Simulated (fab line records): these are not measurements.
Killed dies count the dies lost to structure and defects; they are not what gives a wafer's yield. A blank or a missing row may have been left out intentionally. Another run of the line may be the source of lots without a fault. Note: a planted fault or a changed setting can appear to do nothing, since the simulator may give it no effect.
A single fault, viewed from 2 desks -- flow nand_harc -- what lay behind the numbers comes last; until then each desk has only its own

DESK OF THE TOOL OWNER: pecvd_onon-01
The tool's own readings at NHARC_A_ONON_D1_DEP_09 (target thk 1000 nm): means of the sampled wafers that have a number, for each lot that ran on this tool. Marked OUT: a lot whose mean sits more than 4 standard deviations from the usual mean, which makes it out of limits; the brackets give that distance.
Columns: A = sih4_flow_sccm at NHARC_A_ONON_D1_DEP_09, usual 209.9 sccm
lot,first seen here,A
L209,day 7 05:33,210.1
L214,day 8 19:50,209.1
L215,day 9 03:03,209.6
L217,day 9 17:27,210.0
L219,day 9 23:24,210.8
L220,day 11 01:41,209.5
L225,day 11 21:52,210.1
Finding of this desk: none of the 7 lots has anything out of limits.

METROLOGY DESK
What the gauges read, lot by lot, whatever tool the lot ran on: means of the sampled wafers that have a number. Marked OUT: a lot whose mean sits more than 4 standard deviations from the usual mean, which makes it out of limits; the brackets give that distance.
Columns: A = thk_nm at NHARC_A_ONON_D1_THK_MEAS_11, usual 1002 nm
lot,first seen here,A
L209,day 7 06:04,1015
L211,day 7 16:31,1013
L213,day 8 10:15,1014
L214,day 8 20:21,1002
L215,day 9 03:34,1006
L216,day 9 03:34,982
L218,day 9 17:56,996
L217,day 9 17:58,1007
L219,day 9 23:48,998
L220,day 11 02:05,625 (-39) OUT
L224,day 11 05:55,995
L225,day 11 22:19,632 (-38) OUT
L232,day 12 22:12,1009
L230,day 12 22:13,980
Finding of this desk: L220, L225 out of limits; the first was L220 at day 11 02:05, on thk_nm at NHARC_A_ONON_D1_THK_MEAS_11. Within limits: L209, L211, L213, L214, L215, L216, L218, L217, L219, L224, L232, L230.

PUT TOGETHER
On L220, L225, the metrology desk was in a position to raise an alarm at day 11 02:05.
The tool owner's desk saw nothing out of limits.
The tool owner's desk has L220, L225 on record, within its limits.
Every lot named ran NHARC_A_ONON_D1_DEP_09 on pecvd_onon-01.

WHAT THE SIMULATOR HAD PUT IN
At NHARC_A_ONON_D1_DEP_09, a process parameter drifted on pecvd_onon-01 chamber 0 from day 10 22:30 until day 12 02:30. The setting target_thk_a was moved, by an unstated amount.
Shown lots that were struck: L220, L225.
Delay in hours, fault start to first out-of-limits reading, per desk: metrology desk 4.
